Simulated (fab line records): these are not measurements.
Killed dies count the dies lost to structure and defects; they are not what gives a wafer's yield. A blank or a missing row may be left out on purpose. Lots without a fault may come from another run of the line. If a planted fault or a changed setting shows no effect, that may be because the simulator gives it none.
A single fault, viewed from 3 desks || flow n5 finfet || only its own numbers are on each desk; what lay behind them is given at the end

## THE METROLOGY DESK
What the gauges read for every lot (on any tool): the sampled wafers with a number, averaged. Any lot whose mean is over 4 standard deviations away from the usual mean is out of limits and marked OUT; that distance is given in the brackets.
Columns: A = cd nm at N5_BEOL_M5_CD_MEAS_11, usual 28.01 nm; B = M5_OVL at N5_BEOL_M5_OVL_MEAS_12, usual 0.4 nm
{"lot": "L886", "first seen here": "day 9 21:43", "A": 28.20, "B": -0.3}
{"lot": "L887", "first seen here": "day 10 01:03", "A": 27.86, "B": 0.4}
{"lot": "L892", "first seen here": "day 11 00:53", "A": 28.31, "B": 0.3}
{"lot": "L894", "first seen here": "day 11 10:19", "A": 27.86, "B": 1.5}
{"lot": "L899", "first seen here": "day 12 20:00", "A": 27.99, "B": 0.7}
{"lot": "L904", "first seen here": "day 13 23:26", "A": 28.00, "B": 1.6}
{"lot": "L903", "first seen here": "day 14 08:46", "A": 28.11, "B": -0.2}
Result from this desk: across the 7 lots, nothing is out of limits.

## THE DEFECT DESK
Per lot, the means of the sampled wafers with a number show what the inspections along the route counted. Any lot whose mean is over 4 standard deviations away from the usual mean is out of limits and marked OUT; that distance is given in the brackets.
Columns: A = raw defect count at N5_BEOL_M5_INSPECT_13, usual 414
{"lot": "L886", "first seen here": "day 9 21:48", "A": 443}
{"lot": "L887", "first seen here": "day 10 01:08", "A": 385}
{"lot": "L892", "first seen here": "day 11 00:59", "A": 367}
{"lot": "L894", "first seen here": "day 11 10:24", "A": 450}
{"lot": "L899", "first seen here": "day 12 20:05", "A": 344}
{"lot": "L904", "first seen here": "day 13 23:32", "A": 739}
{"lot": "L903", "first seen here": "day 14 08:51", "A": 459}
Result from this desk: across the 7 lots, nothing is out of limits.

## AT THE TOOL OWNER'S DESK: rie diel-01
The tool's own readings at N5_BEOL_M5_DESCUM_16 (chemistry O2, time 7 s): means of the sampled wafers that have a number, for each lot that ran on this tool. Any lot whose mean is over 4 standard deviations away from the usual mean is out of limits and marked OUT; that distance is given in the brackets.
Columns: A = drypump motor current A at N5_BEOL_M5_DESCUM_16, usual 5.82 A; B = oes product au at N5_BEOL_M5_DESCUM_16, usual 0.78 a.u.; C = rf vpp V at N5_BEOL_M5_DESCUM_16, usual 243.0 V; D = showerhead plenum p Torr at N5_BEOL_M5_DESCUM_16, usual 2.09 Torr; E = throttle valve pct at N5_BEOL_M5_DESCUM_16, usual 20.5 %
{"lot": "L886", "first seen here": "day 9 21:50", "A": 6.04, "B": 0.78, "C": 243.9, "D": 2.15, "E": 20.7}
{"lot": "L887", "first seen here": "day 10 01:10", "A": 5.84, "B": 0.83, "C": 244.4, "D": 2.13, "E": 20.3}
{"lot": "L894", "first seen here": "day 11 10:42", "A": 5.61, "B": 0.82, "C": 243.2, "D": 2.08, "E": 20.3}
{"lot": "L899", "first seen here": "day 12 20:07", "A": 5.62, "B": 0.77, "C": 242.9, "D": 2.08, "E": 20.2}
{"lot": "L904", "first seen here": "day 13 23:34", "A": 5.61, "B": 0.80, "C": 242.8, "D": 2.07, "E": 20.3}
{"lot": "L903", "first seen here": "day 14 08:53", "A": 5.62, "B": 0.79, "C": 243.1, "D": 2.09, "E": 20.1}
Result from this desk: across the 6 lots, nothing is out of limits.

## BROUGHT TOGETHER
Nothing out of limits was seen by the metrology desk.
No out-of-limits result turned up at the defect desk.
The tool owner's desk saw nothing out of limits.

## WHAT HAD BEEN PUT IN BY THE SIMULATOR
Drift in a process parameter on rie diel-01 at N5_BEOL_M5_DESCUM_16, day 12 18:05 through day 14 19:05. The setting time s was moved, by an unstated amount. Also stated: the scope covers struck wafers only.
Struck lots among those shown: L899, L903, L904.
